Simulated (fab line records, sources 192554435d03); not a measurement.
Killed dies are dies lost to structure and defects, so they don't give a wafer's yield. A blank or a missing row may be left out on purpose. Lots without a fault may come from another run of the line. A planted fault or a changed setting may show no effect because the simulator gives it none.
Split-lot experiment | flow n5_finfet | 7 lots, 21 wafers read, on a route of 1938 steps

THE SPLIT
At N5_BEOL_M8_ETCH_61 (etches SiARC in CF4, target depth 45.5 nm, time 75.8 s), the setting bias_w was moved away from the recipe's 36 W on 8 of the 21 wafers read, by -7.4% to +15.5%. The other wafers ran this setting at the recipe's value.

The reading is taken at the split's own step.

THE READING
rf_vpp_V, in V, at N5_BEOL_M8_ETCH_61 (etches SiARC in CF4, target depth 45.5 nm, time 75.8 s). Fault-free wafers of this fab line usually give 184.1 V, standard deviation 1.2 V.

wafer  | tool, chamber at the split | bias_w as run, W | against the recipe | rf_vpp_V, V | against lot-mates on the recipe
L075.1 | rie_diel-05, 0             | 36               | recipe             | 184.4       | -
L075.2 | rie_diel-05, 2             | 36               | recipe             | 183.4       | -
L075.5 | rie_diel-05, 0             | 36               | recipe             | 183.6       | -
L074.2 | rie_diel-01, 3             | 34.19            | -5.0%              | 180.3       | no lot-mate on the recipe
L074.4 | rie_diel-01, 1             | 34.19            | -5.0%              | 175.6       | no lot-mate on the recipe
L074.5 | rie_diel-01, 0             | 34.19            | -5.0%              | 176.6       | no lot-mate on the recipe
L079.1 | rie_diel-05, 2             | 33.34            | -7.4%              | 175.3       | -8.4
L079.2 | rie_diel-05, 3             | 33.34            | -7.4%              | 175.1       | -8.6
L079.4 | rie_diel-05, 0             | 36               | recipe             | 183.7       | -
L088.1 | rie_diel-05, 0             | 36               | recipe             | 184.6       | -
L088.2 | rie_diel-05, 2             | 36               | recipe             | 184.9       | -
L088.6 | rie_diel-05, 3             | 36               | recipe             | 184.7       | -
L091.1 | rie_diel-01, 2             | 38.04            | +5.7%              | 191.4       | +5.6
L091.5 | rie_diel-01, 3             | 38.04            | +5.7%              | 191.6       | +5.8
L091.6 | rie_diel-01, 2             | 36               | recipe             | 185.8       | -
L093.2 | rie_diel-03, 2             | 36               | recipe             | 185.8       | -
L093.3 | rie_diel-03, 3             | 36               | recipe             | 183.8       | -
L093.5 | rie_diel-03, 2             | 41.59            | +15.5%             | 201.3       | +16.5
L094.1 | rie_diel-01, 3             | 36               | recipe             | 185.1       | -
L094.2 | rie_diel-01, 2             | 36               | recipe             | 184.9       | -
L094.5 | rie_diel-01, 2             | 36               | recipe             | 184.8       | -

THE FIT
A straight line over all 21 wafers: rf_vpp_V changes by +1.19 V for each +1% of bias_w; r = +0.98; the points scatter about the line by 1.2 V.
The same after taking each lot's own level away (the mean of its wafers on the recipe; 18 wafers): +1.08 V for each +1%; r = +1.00; scatter 0.46 V.
On that fit, the largest move of bias_w shifts the reading by 17 V.
The lots' own levels span 183.70 to 185.80 V, that is 1.8 times the standard deviation above.
So the lot-to-lot level changes the slope little: the two slopes agree.
Check: with one of the wafers moved furthest among these (+15.5%) left out of the fit, the line predicts +16.9 V for it against its lot-mates. It came out at +16.5 V against them.
Tool readings at the split's step, against how far the setting was moved: rf_vpp_V r = +0.98.

OTHER SPLITS ON THESE WAFERS
These wafers also went through other splits before the reading. Each is held against what the fit with the lots' levels taken away leaves over:
other split on the same wafers     | wafers away from the commonest value | r with rf_vpp_V (lot level and that fit taken away)
N5_BEOL_M7_EXPOSE_08 dose_mj       | 7                                    | -0.34
N5_BEOL_M7_DESCUM_33 time_s        | 7                                    | +0.37
N5_BEOL_M7_TRENCH_ETCH_37 source_w | 6                                    | -0.17

THE FILE'S OWN FIT
rf_vpp_V changes by +1.07 V for each +1% of bias_w, r = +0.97.
